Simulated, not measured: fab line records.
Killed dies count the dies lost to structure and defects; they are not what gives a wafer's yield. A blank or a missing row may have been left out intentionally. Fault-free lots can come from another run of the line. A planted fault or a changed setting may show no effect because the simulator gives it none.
fab line records ; flow nand-harc
record: lots: 14; wafers: 42; last-day: 33
route steps=1302 shown A_ONON_D2@558 THIN_TSV@1250 END@1302
lots that met no fault: from a run of the same line without faults
start-h: hours from the record's first day to the start of the lot's first wafer shown ; wait-h: hours since the lot's step before ; " repeats the value in the row above ; L1.1+2: a row that stands for several wafers ; - either no value or no given start ; * or withheld: withheld ; < > ~ a bound
route shown NAME@n: NAME is a module with steps in the file, n the number in the route of the first one ; usual: mean and standard deviation over wafers with no fault ; same: alike in all rows ; chamber/n: place in a boat ; sites: readings site by site ; _std_site: standard deviation of those values ; _edge_site: outer sites' mean less inner sites' ; radius-mm: how far each site lies from the wafer's centre ; mask NAME#n: copy n ; behind: the most recent tool/chamber to have shaped the wafer ; hold: what put the lot on hold/how long, in hours/how the hold closed ; device: transistor that didn't switch, given as n, p or np ; end of line: at the end of the route, the tests of the same wafers ; a step without rows: its recipe alone ; killed: the dies lost at the first sort to structure and to defects; this is not the yield of the wafer ; map: dies across one wafer; x = killed, . = not, _ = none there
set.NAME: the setting the step ran with; set.NAME@STEP: the setting that earlier step ran with ; model.NAME: the simulator's own value behind a step, which no gauge read
steps of the route over a sample of lots; a table a step, a row a wafer
services: from which hour (start-h, from the record's first day; less than 0 if before it) a tool's chamber was out of use, for how many hours, and why
== steps ==
step: NHARC_A_ONON_D2_DEP_19
recipe: target-thk-a: 10000; n2-flow-sccm: 2750; n2o-flow-sccm: 2000; nh3-flow-sccm: 500; sih4-flow-sccm: 210; temp-c: 400
usual: n2o-flow-sccm: 2000/6.8
lot.wafer;tool;chamber;start-h;wait-h;n2o-flow-sccm
L664.3;pecvd-onon-03;0;298.98;0.2;2006
L664.4;pecvd-onon-03;0;298.98;0.2;2001
L664.5;pecvd-onon-03;0;298.98;0.2;2013
L666.1;pecvd-onon-02;0;315.27;0.1;1990
L666.2;pecvd-onon-02;0;315.27;0.1;1989
L666.4;pecvd-onon-02;0;315.27;0.1;1990
L668.1;pecvd-onon-03;0;335.31;0.1;2006
L668.3;pecvd-onon-03;0;335.31;0.1;2010
L668.5;pecvd-onon-03;0;335.31;0.1;2004
L669.1;pecvd-onon-04;0;335.31;0.1;1994
L669.4;pecvd-onon-04;0;335.31;0.1;2004
L669.5;pecvd-onon-04;0;335.31;0.1;2002
L670.1;pecvd-onon-02;0;354.16;0.1;2021
L670.2;pecvd-onon-02;0;354.16;0.1;2011
L670.4;pecvd-onon-02;0;354.16;0.1;2010
L671.1;pecvd-onon-03;0;370.98;0.1;1995
L671.4;pecvd-onon-03;0;370.98;0.1;1996
L671.6;pecvd-onon-03;0;370.98;0.1;2002
L672.1;pecvd-onon-04;0;384.45;0.1;1995
L672.4;pecvd-onon-04;0;384.45;0.1;2003
L672.6;pecvd-onon-04;0;384.45;0.1;1999
L674.1;pecvd-onon-02;0;398.55;0.1;2004
L674.3;pecvd-onon-02;0;398.55;0.1;2003
L674.5;pecvd-onon-02;0;398.55;0.1;1999
L677.2;pecvd-onon-04;0;425.79;0.1;1995
L677.5;pecvd-onon-04;0;425.79;0.1;2003
L677.6;pecvd-onon-04;0;425.79;0.1;2000
L678.2;pecvd-onon-02;0;425.79;0.1;1990
L678.3;pecvd-onon-02;0;425.79;0.1;1989
L678.5;pecvd-onon-02;0;425.79;0.1;1988
L680.2;pecvd-onon-02;0;449.44;0.1;2004
L680.3;pecvd-onon-02;0;449.44;0.1;2007
L680.5;pecvd-onon-02;0;449.44;0.1;2006
L683.1;pecvd-onon-04;0;472.47;0.1;1997
L683.3;pecvd-onon-04;0;472.47;0.1;1999
L683.4;pecvd-onon-04;0;472.47;0.1;2001
L685.2;pecvd-onon-03;0;495.01;0.1;1998
L685.5;pecvd-onon-03;0;495.01;0.1;1997
L685.6;pecvd-onon-03;0;495.01;0.1;1998
L686.1;pecvd-onon-03;0;521.09;0.1;1999
L686.2;pecvd-onon-03;0;521.09;0.1;1991
L686.5;pecvd-onon-03;0;521.09;0.1;2002
step: NHARC_THIN_TSV_DEP_43
recipe: target-thk-a: 13285; temp-c: withheld; pressure-torr: 6.5; rf-w: 900; teos-flow-sccm: 161.4; flow-sccm: 2650; target-thk-nm: 1328.5; gas: O2; material: SiO2
usual: throttle-valve-pct: 16.0/0.39
lot.wafer;tool;chamber;start-h;wait-h;throttle-valve-pct
L664.3;pecvd-04;1;554.14;-;15.8
L664.4;pecvd-04;0;554.14;-;16.2
L664.5;pecvd-04;1;554.14;-;15.9
L666.1;pecvd-03;2;564.53;-;15.6
L666.2;pecvd-03;1;564.53;-;16.3
L666.4;pecvd-03;1;564.53;-;16.1
L669.1;pecvd-01;1;594.28;-;16.2
L669.4;pecvd-01;2;594.28;-;16.7
L669.5;pecvd-01;0;594.28;-;16.9
L668.3;pecvd-04;0;595.41;-;16.1
L668.1;pecvd-04;1;595.41;-;16.0
L668.5;pecvd-04;1;595.41;-;16.1
L670.2;pecvd-03;2;606.35;-;15.6
L670.1;pecvd-03;1;606.35;-;16.4
L670.4;pecvd-03;1;606.35;-;16.2
L672.1;pecvd-03;2;632.69;-;15.9
L672.6;pecvd-03;2;632.69;-;15.7
L672.4;pecvd-03;0;632.69;-;15.6
L671.1;pecvd-03;1;633.91;-;16.3
L671.4;pecvd-03;1;633.91;-;16.3
L671.6;pecvd-03;0;633.91;-;15.7
L674.1;pecvd-01;1;648.07;-;15.8
L674.3;pecvd-01;2;648.07;-;16.6
L674.5;pecvd-01;2;648.07;-;16.4
L678.2;pecvd-04;2;669.75;-;15.6
L678.3;pecvd-04;1;669.75;-;15.3
L678.5;pecvd-04;0;669.75;-;16.2
L677.2;pecvd-04;2;677.63;-;15.6
L677.6;pecvd-04;1;677.63;-;15.6
L677.5;pecvd-04;2;677.63;-;15.6
L680.3;pecvd-04;0;705.34;-;15.6
L680.2;pecvd-04;2;705.34;-;15.7
L680.5;pecvd-04;0;705.34;-;15.8
L683.1;pecvd-04;1;745.72;-;15.6
L683.3;pecvd-04;2;745.72;-;15.7
L683.4;pecvd-04;0;745.72;-;16.0
L685.2;pecvd-03;1;755.76;-;16.1
L685.5;pecvd-03;1;755.76;-;16.3
L685.6;pecvd-03;0;755.76;-;15.8
L686.1;pecvd-03;0;767.71;-;15.8
L686.2;pecvd-03;1;767.71;-;16.3
L686.5;pecvd-03;2;767.71;-;15.6
step: NHARC_THIN_TSV_DEP_47
recipe: target-thk-a: 2000; temp-c: withheld; pressure-torr: 6.5; rf-w: 900; teos-flow-sccm: 161.4; flow-sccm: 2650; target-thk-nm: 200; gas: O2; material: SiO2
usual: throttle-valve-pct: 16.0/0.4
lot.wafer;tool;chamber;start-h;wait-h;throttle-valve-pct
L664.3;pecvd-04;0;556.63;-;16.1
L664.4;pecvd-04;0;556.63;-;16.2
L664.5;pecvd-04;1;556.63;-;15.8
L666.2;pecvd-01;0;567.28;-;16.7
L666.1;pecvd-01;1;567.28;-;15.8
L666.4;pecvd-01;2;567.28;-;16.5
L669.1;pecvd-04;0;596.95;-;16.1
L669.4;pecvd-04;1;596.95;-;16.0
L669.5;pecvd-04;2;596.95;-;15.8
L668.3;pecvd-04;0;598.17;-;16.3
L668.1;pecvd-04;1;598.17;-;15.8
L668.5;pecvd-04;2;598.17;-;15.7
L670.2;pecvd-01;1;609.10;-;16.1
L670.1;pecvd-01;2;609.10;-;16.5
L670.4;pecvd-01;1;609.10;-;15.8
L672.1;pecvd-01;2;635.46;-;16.8
L672.6;pecvd-01;0;635.46;-;16.6
L672.4;pecvd-01;2;635.46;-;16.7
L671.1;pecvd-01;1;636.71;-;16.1
L671.4;pecvd-01;1;636.71;-;15.7
L671.6;pecvd-01;2;636.71;-;17.0
L674.1;pecvd-03;1;650.62;-;16.3
L674.3;pecvd-03;0;650.62;-;15.7
L674.5;pecvd-03;2;650.62;-;16.0
L678.3;pecvd-01;2;672.44;-;16.8
L678.2;pecvd-01;1;672.44;-;15.9
L678.5;pecvd-01;2;672.44;-;16.8
L677.2;pecvd-04;1;680.17;-;15.6
L677.6;pecvd-04;0;680.17;-;15.8
L677.5;pecvd-04;1;680.17;-;15.6
L680.2;pecvd-04;1;708.01;-;15.8
L680.3;pecvd-04;2;708.01;-;15.7
L680.5;pecvd-04;1;708.01;-;15.5
L683.1;pecvd-04;1;748.42;-;15.6
L683.3;pecvd-04;2;748.42;-;15.8
L683.4;pecvd-04;1;748.42;-;15.6
L685.2;pecvd-04;2;758.43;-;16.0
L685.6;pecvd-04;2;758.43;-;15.9
L685.5;pecvd-04;0;758.43;-;15.8
L686.1;pecvd-04;0;770.20;-;15.7
L686.2;pecvd-04;1;770.20;-;15.5
L686.5;pecvd-04;2;770.20;-;16.1
step: NHARC_THIN_TSV_PVD_19
recipe: target-thk-a: 200; chamber-pressure-pa: 5; material: TaN
usual: throttle-valve-pct: 29.8/1.1
lot.wafer;tool;chamber;start-h;wait-h;throttle-valve-pct
L664.3;pvd-sputter-03;-;-;-;27.3
L664.4;pvd-sputter-03;-;-;-;31.2
L664.5;pvd-sputter-03;-;-;-;30.0
L666.1;pvd-sputter-01;-;-;-;31.4
L666.4;pvd-sputter-01;-;-;-;28.9
L666.2;pvd-sputter-01;-;-;-;27.6
L669.4;pvd-sputter-02;-;-;-;28.8
L669.1;pvd-sputter-02;-;-;-;30.9
L669.5;pvd-sputter-02;-;-;-;28.7
L668.1;pvd-sputter-02;-;-;-;30.4
L668.3;pvd-sputter-02;-;-;-;31.0
L668.5;pvd-sputter-02;-;-;-;29.1
L670.2;pvd-sputter-03;-;-;-;30.9
L670.1;pvd-sputter-03;-;-;-;30.0
L670.4;pvd-sputter-03;-;-;-;27.4
L672.4;pvd-sputter-01;-;-;-;30.9
L672.1;pvd-sputter-01;-;-;-;29.5
L672.6;pvd-sputter-01;-;-;-;29.4
L671.1;pvd-sputter-03;-;-;-;31.2
L671.4;pvd-sputter-03;-;-;-;27.5
L671.6;pvd-sputter-03;-;-;-;29.8
L674.1;pvd-sputter-03;-;-;-;29.8
L674.3;pvd-sputter-03;-;-;-;29.9
L674.5;pvd-sputter-03;-;-;-;30.2
L678.2;pvd-sputter-03;-;-;-;29.7
L678.3;pvd-sputter-03;-;-;-;27.4
L678.5;pvd-sputter-03;-;-;-;30.1
L677.2;pvd-sputter-02;-;-;-;30.4
L677.6;pvd-sputter-02;-;-;-;29.9
L677.5;pvd-sputter-02;-;-;-;30.4
L680.2;pvd-sputter-02;-;-;-;30.0
L680.3;pvd-sputter-02;-;-;-;29.3
L680.5;pvd-sputter-02;-;-;-;29.9
L683.1;pvd-sputter-02;-;-;-;30.8
L683.3;pvd-sputter-02;-;-;-;30.4
L683.4;pvd-sputter-02;-;-;-;28.9
L685.2;pvd-sputter-03;-;-;-;29.6
L685.6;pvd-sputter-03;-;-;-;27.8
L685.5;pvd-sputter-03;-;-;-;30.7
L686.1;pvd-sputter-02;-;-;-;28.8
L686.2;pvd-sputter-02;-;-;-;29.8
L686.5;pvd-sputter-02;-;-;-;30.6
step: NHARC_END_SORT_01
recipe: temp-c: 25
usual: killed-at-array: 60/21; killed-at-other: 1.0/1.2; killed-at-periphery: 4.2/2.8; killed-dies: 65/20; killed-open: 3.1/1.8; killed-short: 2.6/1.6
same: gross-dies: 677
lot.wafer;tool;chamber;start-h;wait-h;killed-at-array;killed-at-other;killed-at-periphery;killed-dies;killed-open;killed-short
L678.2;prober-02;0;686.36;2.8;114;0;5;119;6;5
L678.3;prober-02;0;687.17;3.1;112;0;2;114;0;5
L678.5;prober-02;0;688.78;3.7;109;0;3;112;0;5
L680.2;prober-01;0;723.30;2.8;122;5;2;129;1;1
L680.3;prober-01;0;724.09;3.1;167;3;0;170;2;1
L680.5;prober-01;0;725.69;3.7;123;4;3;130;1;4
killed by level:class
L678.2 A_ONON_D2:unspecified=79 A_CHANNEL_HOLE_D2:chamber-film-flake=17 A_CHANNEL_HOLE_D1:chamber-film-flake=5 P_GATE:geometric-particle:open=2 A_WL_FILL:geometric-particle:short=2 P_GATE:chamber-film-flake=2 A_STAIRCASE:chamber-film-flake=2 P_STI:geometric-particle:short=1
L678.3 A_ONON_D2:unspecified=79 A_CHANNEL_HOLE_D2:chamber-film-flake=13 A_CHANNEL_HOLE_D1:chamber-film-flake=5 A_STAIRCASE:chamber-film-flake=3 A_SLIT:chamber-film-flake=3 A_ONON_D2:geometric-particle:short=2 P_GATE:chamber-film-flake=2 A_WL_FILL:chamber-film-flake=2
L678.5 A_ONON_D2:unspecified=76 A_CHANNEL_HOLE_D2:chamber-film-flake=17 A_CHANNEL_HOLE_D1:chamber-film-flake=4 A_STAIRCASE:chamber-film-flake=3 A_WL_FILL:chamber-film-flake=3 A_CHANNEL_FILL_D1:geometric-particle:short=2 A_WL_FILL:geometric-particle:short=2 P_GATE:chamber-film-flake=2
L680.2 A_ONON_D2:unspecified=75 A_CHANNEL_HOLE_D1:chamber-film-flake=21 A_SLIT:chamber-film-flake=14 A_STAIRCASE:chamber-film-flake=5 THIN_TSV:chamber-film-flake=5 P_GATE:chamber-film-flake=2 A_WL_FILL:chamber-film-flake=2 A_ONON_D1:geometric-particle:short=1
L680.3 A_ONON_D2:unspecified=79 A_SLIT:chamber-film-flake=41 A_CHANNEL_HOLE_D1:chamber-film-flake=30 A_STAIRCASE:chamber-film-flake=6 THIN_TSV:chamber-film-flake=3 A_ZERO_WELL:chamber-film-flake=2 A_SGD_CUT:chamber-film-flake=2 A_ONON_D1:geometric-particle:short=1
L680.5 A_ONON_D2:unspecified=73 A_SLIT:chamber-film-flake=20 A_CHANNEL_HOLE_D1:chamber-film-flake=18 A_STAIRCASE:chamber-film-flake=5 THIN_TSV:chamber-film-flake=4 A_CHANNEL_FILL_D1:chamber-film-flake=2 P_GATE:geometric-particle:short=1 P_CONTACT:geometric-particle:open=1
== services ==
tool;chamber;start-h;hours;kind
pvd-sputter-02;-;276.73;14.3;repair
pecvd-04;-;287.53;0.9;repair
pecvd-01;-;311.07;13.0;pm
pvd-sputter-02;-;326.31;6.0;repair
pvd-sputter-03;-;330.39;1.0;repair
pvd-sputter-03;-;348.02;10.0;pm
pecvd-03;-;366.61;13.0;pm
pvd-sputter-03;-;391.75;1.4;repair
pecvd-04;-;450.14;13.0;pm
pecvd-01;-;459.76;1.4;repair
pecvd-01;-;478.88;1.2;repair
pecvd-01;-;492.07;13.0;pm
pecvd-04;-;505.43;0.5;repair
pecvd-03;-;521.54;1.5;repair
pecvd-01;2;530.74;6.2;repair
pecvd-03;-;547.83;13.0;pm
pecvd-01;1;572.70;4.7;repair
pecvd-01;0;605.57;3.9;repair
pecvd-04;-;631.24;13.0;pm
pecvd-01;-;666.61;0.4;repair
pecvd-01;-;673.07;13.0;pm
pecvd-04;-;705.72;0.7;repair
pecvd-03;-;728.83;13.0;pm
pecvd-03;1;768.39;15.4;repair
== key ==
first-sign: step: NHARC_END_SORT_01; reading: killed-dies; direction: up; sigmas: 3.2; usual: 65; struck: 129
effect: step: NHARC_END_SORT_01; reading: killed-at-array; direction: up; sigmas: 3.1; usual: 60; struck: 124
more-kills-born-at: NHARC_A_ONON_D2_DEP_19@pecvd-onon-02: 461
met-at NHARC_A_ONON_D2_DEP_19
struck-lots L678,L680
tester-left-out L678,L680
not-acting-at NHARC_THIN_TSV_DEP_43,NHARC_THIN_TSV_DEP_47,NHARC_THIN_TSV_PVD_19
onset-between 398.55 425.79
fault: kind: chamber-particle-source; tool: pecvd-onon-02; chamber: -; onset-h: 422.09; steps: NHARC_A_ONON_D2_DEP_19; rate-per-visit-cm2: 0.71; end-h: 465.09
tester-left-out: of these lots the tester's yield and bins aren't shown, on N5 and GAA mostly nor the transistor test; their killed dies are dies lost to structure and defects alone, not to doping, threshold or leakage, so they don't give the yield
